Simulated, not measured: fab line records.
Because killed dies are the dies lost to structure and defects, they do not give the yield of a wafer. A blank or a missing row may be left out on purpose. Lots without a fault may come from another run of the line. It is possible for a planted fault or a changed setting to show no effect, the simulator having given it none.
The same fault as seen by 2 desks	flow n5 finfet	numbers are kept per desk, each desk with only its own; the story behind them comes last

## AT THE TOOL OWNER'S DESK: litho track-03
The tool's own readings at N5_BEOL_M14_COAT_65 (time 60 s, resist thk 450 nm): means of the sampled wafers that have a number, for each lot that ran on this tool. If a lot's mean is further than 4 standard deviations from the usual mean, the lot is out of limits and carries the mark OUT (the distance appears in the brackets).
Columns: A = dispense pressure kPa at N5_BEOL_M14_COAT_65, usual 53 kPa; B = heater power total W at N5_BEOL_M14_COAT_65, usual 500.4 W; C = plate temp C at N5_BEOL_M14_COAT_65, usual 249.99 C
lot	first seen here	A	B	C
L802	day 11 00:19	59	502.0	250.16
L803	day 11 01:05	59	499.5	250.03
L811	day 13 14:01	59	500.9	249.99
L814	day 13 14:59	59	500.6	250.03
L813	day 13 21:09	59	485.0 (-8.1) OUT	243.90 (-41) OUT
L815	day 14 08:18	59	485.2 (-8.0) OUT	243.73 (-42) OUT
Finding of this desk: L813, L815 out of limits; the first was L813 at day 13 21:09, on heater power total W at N5_BEOL_M14_COAT_65. L802, L803, L811, L814: within limits.

## AT THE METROLOGY DESK
What the gauges read, lot by lot, whatever tool the lot ran on: means of the sampled wafers that have a number. If a lot's mean is further than 4 standard deviations from the usual mean, the lot is out of limits and carries the mark OUT (the distance appears in the brackets).
Columns: A = cd nm at N5_BEOL_M14_CD_MEAS_17, usual 251.3 nm; B = cd nm at N5_BEOL_M14_CD_MEAS_28, usual 284.6 nm
lot	first seen here	A	B
L802	day 11 00:17	251.6	285.3
L803	day 11 01:02	252.2	284.3
L804	day 11 05:20	250.3	283.9
L809	day 13 04:00	251.9	285.0
L811	day 13 13:59	249.4	284.8
L814	day 13 14:56	251.4	284.6
L812	day 13 20:37	250.9	284.8
L813	day 13 21:07	251.5	286.0
L815	day 14 08:15	253.1	283.5
L822	day 16 05:32	252.0	284.2
L824	day 16 12:13	253.0	284.8
Finding of this desk: none of the 11 lots has anything out of limits.

## BROUGHT TOGETHER
The tool owner's desk had the chance to raise an alarm at day 13 21:09 on L813, L815.
From the metrology desk's view, nothing was out of limits.
The metrology desk has L813, L815 on record, within its limits.
Of the lots named, all ran N5_BEOL_M14_COAT_65 on litho track-03.

## WHAT THE SIMULATOR HAD INSERTED
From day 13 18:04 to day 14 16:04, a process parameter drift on litho track-03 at N5_BEOL_M14_COAT_65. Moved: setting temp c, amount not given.
Lots struck among those shown: L813, L815.
Each desk's first reading out of limits, in hours after the fault started: the tool owner's desk, 3.
